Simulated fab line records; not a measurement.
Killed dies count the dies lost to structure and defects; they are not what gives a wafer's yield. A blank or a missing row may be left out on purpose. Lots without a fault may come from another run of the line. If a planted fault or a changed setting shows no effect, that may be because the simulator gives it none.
Chamber matching -- flow n5Finfet -- N5_BEOL_M1_ETCH_69 on rieDiel-03: 4 sister chambers
The step etches SiARC in CF4, target depth 15.6 nm, time 26 s. 8 wafers are shown with their chamber, then 11 later ones without.

== WAFERS, EACH WITH ITS CHAMBER ==
wafer,chamber,drypumpMotorCurrentA (A),showerheadPlenumPTorr (Torr)
L082.2,2,5.1,2.19
L083.2,3,5.7,2.13
L083.5,1,6.3,2.19
L083.6,2,5.0,2.19
L085.1,1,6.3,2.19
L085.3,3,5.7,2.12
L085.4,0,6.0,2.10
L091.2,0,6.0,2.09

== WAFERS WHOSE CHAMBER IS MISSING ==
wafer,drypumpMotorCurrentA (A),showerheadPlenumPTorr (Torr)
L091.5,6.1,2.10
L091.6,5.0,2.18
L092.4,5.0,2.18
L092.5,5.7,2.12
L092.6,6.1,2.09
L094.1,5.7,2.12
L094.4,6.3,2.19
L094.5,5.1,2.18
L095.1,5.7,2.12
L095.3,5.1,2.18
L095.4,5.0,2.18

== WHICH CHAMBER EACH WENT THROUGH ==
wafer,from the rows above,in truth
L091.5,0,0
L091.6,2,2
L092.4,2,2
L092.5,3,3
L092.6,0,0
L094.1,3,3
L094.4,1,1
L094.5,2,2
L095.1,3,3
L095.3,2,2
L095.4,2,2
Correctly placed: 11 of 11. Left unplaced by these rows: 0. Placed wrongly: 0.
How it was worked out, from the rows above alone: a wafer's distance from a chamber is the root of the sum, over the readings, of the square of ((its reading less the chamber's mean) divided by the reading's scatter). The wafer belongs to the nearest chamber; if the next one is less than 2 further off, it can't be placed. Each chamber's mean is taken over the wafers shown for it. How the scatter is found: for the shown wafers, subtract from each reading the mean of its chamber, square and add these, divide the total by (wafers less chambers), then take the root.
